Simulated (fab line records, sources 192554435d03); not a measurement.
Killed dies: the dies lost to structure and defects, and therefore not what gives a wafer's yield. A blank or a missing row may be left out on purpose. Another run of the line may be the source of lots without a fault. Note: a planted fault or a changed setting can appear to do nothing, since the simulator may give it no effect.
Matching of chambers / flow n5 finfet / pecvd-03 running N5_BEOL_M2_DEP_57: 3 sister chambers
The step deposits SiCN from 3MS/NH3, target thk 8 nm, time 14 s. 16 wafers are shown with their chamber, then 8 later ones without.

EACH WAFER AND ITS CHAMBER
wafer=L075.1; chamber=2; showerhead plenum p Torr (Torr)=3.654; throttle valve pct (%)=8.8; chamber pressure Torr (Torr)=3.012
wafer=L075.3; chamber=0; showerhead plenum p Torr (Torr)=3.680; throttle valve pct (%)=8.7; chamber pressure Torr (Torr)=3.009
wafer=L075.6; chamber=0; showerhead plenum p Torr (Torr)=3.679; throttle valve pct (%)=8.7; chamber pressure Torr (Torr)=3.012
wafer=L076.1; chamber=1; showerhead plenum p Torr (Torr)=3.667; throttle valve pct (%)=9.1; chamber pressure Torr (Torr)=2.997
wafer=L076.3; chamber=2; showerhead plenum p Torr (Torr)=3.655; throttle valve pct (%)=8.8; chamber pressure Torr (Torr)=3.002
wafer=L076.5; chamber=2; showerhead plenum p Torr (Torr)=3.656; throttle valve pct (%)=8.7; chamber pressure Torr (Torr)=3.002
wafer=L080.1; chamber=0; showerhead plenum p Torr (Torr)=3.678; throttle valve pct (%)=8.6; chamber pressure Torr (Torr)=3.013
wafer=L080.4; chamber=1; showerhead plenum p Torr (Torr)=3.664; throttle valve pct (%)=8.8; chamber pressure Torr (Torr)=3.001
wafer=L080.6; chamber=2; showerhead plenum p Torr (Torr)=3.644; throttle valve pct (%)=8.7; chamber pressure Torr (Torr)=2.984
wafer=L082.2; chamber=2; showerhead plenum p Torr (Torr)=3.646; throttle valve pct (%)=8.6; chamber pressure Torr (Torr)=2.996
wafer=L082.3; chamber=2; showerhead plenum p Torr (Torr)=3.647; throttle valve pct (%)=8.9; chamber pressure Torr (Torr)=3.001
wafer=L082.6; chamber=2; showerhead plenum p Torr (Torr)=3.656; throttle valve pct (%)=8.9; chamber pressure Torr (Torr)=3.007
wafer=L091.1; chamber=0; showerhead plenum p Torr (Torr)=3.678; throttle valve pct (%)=8.7; chamber pressure Torr (Torr)=2.991
wafer=L091.2; chamber=2; showerhead plenum p Torr (Torr)=3.651; throttle valve pct (%)=7.8; chamber pressure Torr (Torr)=2.990
wafer=L091.6; chamber=1; showerhead plenum p Torr (Torr)=3.665; throttle valve pct (%)=8.8; chamber pressure Torr (Torr)=3.000
wafer=L093.3; chamber=2; showerhead plenum p Torr (Torr)=3.643; throttle valve pct (%)=8.3; chamber pressure Torr (Torr)=2.996

SIGNATURES (means of the wafers above)
reading=showerhead plenum p Torr; chamber 0=3.67875; chamber 1=3.66533; chamber 2=3.65022; scatter within a chamber=0.00422
reading=throttle valve pct; chamber 0=8.675; chamber 1=8.900; chamber 2=8.611; scatter within a chamber=0.288
reading=chamber pressure Torr; chamber 0=3.00625; chamber 1=2.99933; chamber 2=2.99889; scatter within a chamber=0.00835
Rule: for each reading, subtract the chamber's mean from the wafer's reading, divide by that reading's scatter and square the result; add these up over the readings and take the root, which gives the wafer's distance from the chamber. The wafer belongs to the nearest chamber; if the next one is less than 2 further off, it can't be placed. How the scatter is found: for the shown wafers, subtract from each reading the mean of its chamber, square and add these, divide the total by (wafers less chambers), then take the root.

WAFERS WITH NO CHAMBER GIVEN
wafer=L093.4; showerhead plenum p Torr (Torr)=3.671; throttle valve pct (%)=8.8; chamber pressure Torr (Torr)=3.009
wafer=L093.6; showerhead plenum p Torr (Torr)=3.657; throttle valve pct (%)=8.9; chamber pressure Torr (Torr)=2.996
wafer=L097.2; showerhead plenum p Torr (Torr)=3.641; throttle valve pct (%)=7.8; chamber pressure Torr (Torr)=2.997
wafer=L097.3; showerhead plenum p Torr (Torr)=3.664; throttle valve pct (%)=8.9; chamber pressure Torr (Torr)=3.000
wafer=L097.6; showerhead plenum p Torr (Torr)=3.637; throttle valve pct (%)=7.8; chamber pressure Torr (Torr)=2.994
wafer=L096.3; showerhead plenum p Torr (Torr)=3.664; throttle valve pct (%)=8.7; chamber pressure Torr (Torr)=2.995
wafer=L096.4; showerhead plenum p Torr (Torr)=3.665; throttle valve pct (%)=8.5; chamber pressure Torr (Torr)=3.003
wafer=L096.6; showerhead plenum p Torr (Torr)=3.655; throttle valve pct (%)=8.1; chamber pressure Torr (Torr)=3.003

CHAMBER TAKEN BY EACH
wafer=L093.4; from the rows above=can't be placed: 1 or 0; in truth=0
wafer=L093.6; from the rows above=can't be placed: 2 or 1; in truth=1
wafer=L097.2; from the rows above=2; in truth=2
wafer=L097.3; from the rows above=1; in truth=1
wafer=L097.6; from the rows above=2; in truth=2
wafer=L096.3; from the rows above=1; in truth=1
wafer=L096.4; from the rows above=can't be placed: 1 or 0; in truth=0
wafer=L096.6; from the rows above=can't be placed: 2 or 1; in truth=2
4 of 8 placed correctly. Cannot be placed on the basis of these rows: 4; the candidates contain the true chamber in 4. 0 placed wrongly.
